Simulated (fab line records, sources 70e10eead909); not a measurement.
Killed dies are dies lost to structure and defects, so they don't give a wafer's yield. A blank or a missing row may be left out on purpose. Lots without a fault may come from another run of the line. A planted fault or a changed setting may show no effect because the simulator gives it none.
Problem report in the 8D (eight disciplines) form, filled by code | flow nand_harc | the parts of the form that need people (team, actions taken, sign-off) are left out

1. THE PROBLEM
thk_nm at NHARC_A_ONON_D2_THK_MEAS_34 reads a mean of 219.0 nm on 2 wafers of 2 lots; wafers without a fault read 200.2 nm with a standard deviation of 2.9. That is +6.5 standard deviations from the usual mean.
The step: measures by ellipsometry.
First seen on wafer L124.2, day 18 14:05, on film_metro-02. The record holds 36 wafers of 12 lots with a number at this step. Rule for "out", or "out of limits": more than 4 standard deviations from the usual mean. The other wafers with a number count as sound.

2. WHAT IT IS AND WHAT IT IS NOT
question                    | is                           | is not
which readings at this step | thk_nm                       | -
which lots                  | L124, L126                   | L112, L114, L117, L119, L120, L121, L123, L130, L133, L134
which wafers of those lots  | L124.2, L126.5               | L124.1, L124.3, L126.2, L126.4
read on which gauges        | film_metro-01, film_metro-02 | -
when                        | from day 18 14:05            | up to then (23 sound wafers); but 11 sound wafers of L126, L130, L133, L134 came after

3. SUSPECTS, AND WHAT RULES EACH OUT
Counting: a tool at a process step up to the reading stays a suspect if it ran every lot that is out. Sound lots after the first of them don't rule it out here, since some wafers of a struck lot are sound.
- the gauge at NHARC_A_ONON_D2_THK_MEAS_34: ruled out. The wafers that are out were read on 2 gauges (film_metro-01, film_metro-02).
- pecvd-01 at NHARC_A_DECK1_JOINT_DEP_16 (deposits SiO2, target thk 45 nm): kept. It ran every lot that is out, first L124 (day 18 00:50).
- pecvd-01 at NHARC_A_ONON_D2_DEP_33 (deposits SiO2, target thk 200 nm): kept. It ran every lot that is out, first L124 (day 18 13:40); its last sound lot up to then is L123 (day 18 05:58). Its own readings are out on those wafers: rf_fwd_power_W, showerhead_vpp_V.
- Within pecvd-01 at NHARC_A_DECK1_JOINT_DEP_16: the wafers that are out ran in chamber 0; their sound lot-mates ran in chambers 1, 2.
- Within pecvd-01 at NHARC_A_ONON_D2_DEP_33: the wafers that are out ran in chamber 0; their sound lot-mates ran in chambers 1, 2.
Left after counting: pecvd-01 at NHARC_A_DECK1_JOINT_DEP_16, pecvd-01 at NHARC_A_ONON_D2_DEP_33.

4. THE CAUSE (what the simulator had put in)
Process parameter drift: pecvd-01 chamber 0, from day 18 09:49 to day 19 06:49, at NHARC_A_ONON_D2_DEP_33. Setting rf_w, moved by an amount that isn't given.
Counting left 2 suspects, and this tool is among them.

5. THE CHAIN OF EFFECTS, in route order
Each row: a reading whose mean over the struck wafers that have a number lies more than 3 standard deviations from the usual. Only readings for which the record gives a usual standard deviation are gone through. hours: the time from each lot's start at the first step in this table that gives one to its start at this step, as a median over the lots. sigmas: the change in usual standard deviations.
hours | step                        | reading          | usual    | on struck wafers | change | sigmas
0     | NHARC_A_ONON_D2_DEP_33      | rf_fwd_power_W   | 898.1 W  | 1254.0           | +355.9 | +99 or more
0     | NHARC_A_ONON_D2_DEP_33      | showerhead_vpp_V | 1849 V   | 2464             | +616   | +4.1
0     | NHARC_A_ONON_D2_THK_MEAS_34 | thk_nm           | 200.2 nm | 219.0            | +18.8  | +6.5
The process steps in it:
- NHARC_A_ONON_D2_DEP_33: deposits SiO2, target thk 200 nm.

6. WHAT WOULD HAVE CAUGHT IT SOONER
In this record the first reading out of limits at a measuring or inspecting step was taken at day 18 14:05, 4 hours after the fault began at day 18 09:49.
The tool's own readings at NHARC_A_ONON_D2_DEP_33 were out on every struck wafer that the step has a row for (rf_fwd_power_W, showerhead_vpp_V): an alarm limit on them would have fired on the first of those.
Of the lots that are out (2), L126 began NHARC_A_ONON_D2_DEP_33 on pecvd-01 after day 18 14:05. A hold on the tool at that time would have spared it.
